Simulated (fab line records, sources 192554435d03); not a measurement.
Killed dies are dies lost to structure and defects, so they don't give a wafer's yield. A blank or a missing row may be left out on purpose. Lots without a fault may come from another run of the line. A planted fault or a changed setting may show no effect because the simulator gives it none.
A struck lot beside a sound one | flow n5_finfet | 14 steps out of a route of 1938
Sound: wafers L869.1, L869.3, L869.5. Struck: wafers L863.1, L863.2, L863.5. The cause comes at the end.
At each step with rows: each side's tool, then ch and its chambers, then its first start. Under that, the readings that differ: sound wafers | struck wafers | difference of the means | sigmas: that difference in standard deviations of wafers without a fault.
alike: readings whose means differ by less than 2 such deviations, and words and numbers that are the same on both sides. not compared: withheld readings, readings that some wafer has no value for, bounds like >300 that may hide the same value, and numbers for which the record gives no deviation and whose values overlap.
The two part at a step that has a row with sigmas, a row that says differs or no value, or rows on one side only. Numbers that don't overlap but have no deviation are shown without sigmas and don't part them. A reading that every wafer of one side lacks parts them only if that side has two wafers or more.

N5_BEOL_M6_RS_MEAS_57: measures by four-point-probe.
  sound on film_metro-01, day 13 13:10; struck on film_metro-02, day 12 01:04
  alike: M6_RS
N5_BEOL_M6_INSPECT_58: inspects for defects (darkfield).
  sound on defect_inspect-01, day 13 13:12; struck on defect_inspect-01, day 12 01:05
  alike: raw_defect_count
N5_BEOL_M7_ILD_DEP_00: deposits SiCOH lowk from DEMS/porogen, target thk 179.75 nm, time 33.4 s.
  sound on pecvd-03 ch 0,1, day 13 13:14; struck on pecvd-01 ch 0,2, day 12 01:08
  alike: heater_power_w, rf_fwd_power_W, showerhead_plenum_p_Torr, throttle_valve_pct
N5_BEOL_M7_CURE_74: cures SiCOH lowk, time 240 s.
  sound on uv_cure-02 ch 0, day 13 13:18; struck on uv_cure-02 ch 2, day 12 01:11
  alike: lamp_power_pct, wafer_temp_C_max
N5_BEOL_M7_THK_MEAS_01:
  sound on film_metro-01, day 13 14:17; struck on film_metro-02, day 12 01:43
  alike: M7_ILD_THK
N5_BEOL_M7_PECVD_70: deposits SiO2 from TEOS/O2, target thk 20 nm, time 22.7 s.
  sound on pecvd-04 ch 0,2, day 13 14:20; struck on pecvd-03 ch 1,2, day 12 01:44
  alike: heater_power_w, rf_fwd_power_W, showerhead_plenum_p_Torr, throttle_valve_pct
N5_BEOL_M7_HM_DEP_02: deposits TiN, target thk 20 nm.
  sound on pvd_sputter-03, day 13 16:32; struck on pvd_sputter-03, day 12 03:42
  alike: throttle_valve_pct
then, 5 steps without rows for these wafers: N5_BEOL_M7_COAT_59 (time 60 s, resist thk 100 nm); N5_BEOL_M7_COAT_60 (time 60 s, resist thk 35 nm); N5_BEOL_M7_COAT_05 (resist thk 90 nm); N5_BEOL_M7_EBR_07; N5_BEOL_M7_SOFTBAKE_06 (time 60 s).
N5_BEOL_M7_EXPOSE_08: exposes mask M7.
  sound on arfi_scanner-03 ch 0, day 13 16:54; struck on arfi_scanner-01, day 12 03:56
  no value came back on the struck wafers for dipole_opening_deg (degrees), exposure_dose_mJ_cm2, stage_vel_mm_s (mm/s); on the sound wafers dipole_opening_deg (degrees) reads 35 35 35
  alike: mask
then, 1 step without rows for these wafers: N5_BEOL_M7_PEB_09 (peb time 60 s).

WHERE THEY PART
Only at N5_BEOL_M7_EXPOSE_08, within this record.

WHY: what the simulator had put in
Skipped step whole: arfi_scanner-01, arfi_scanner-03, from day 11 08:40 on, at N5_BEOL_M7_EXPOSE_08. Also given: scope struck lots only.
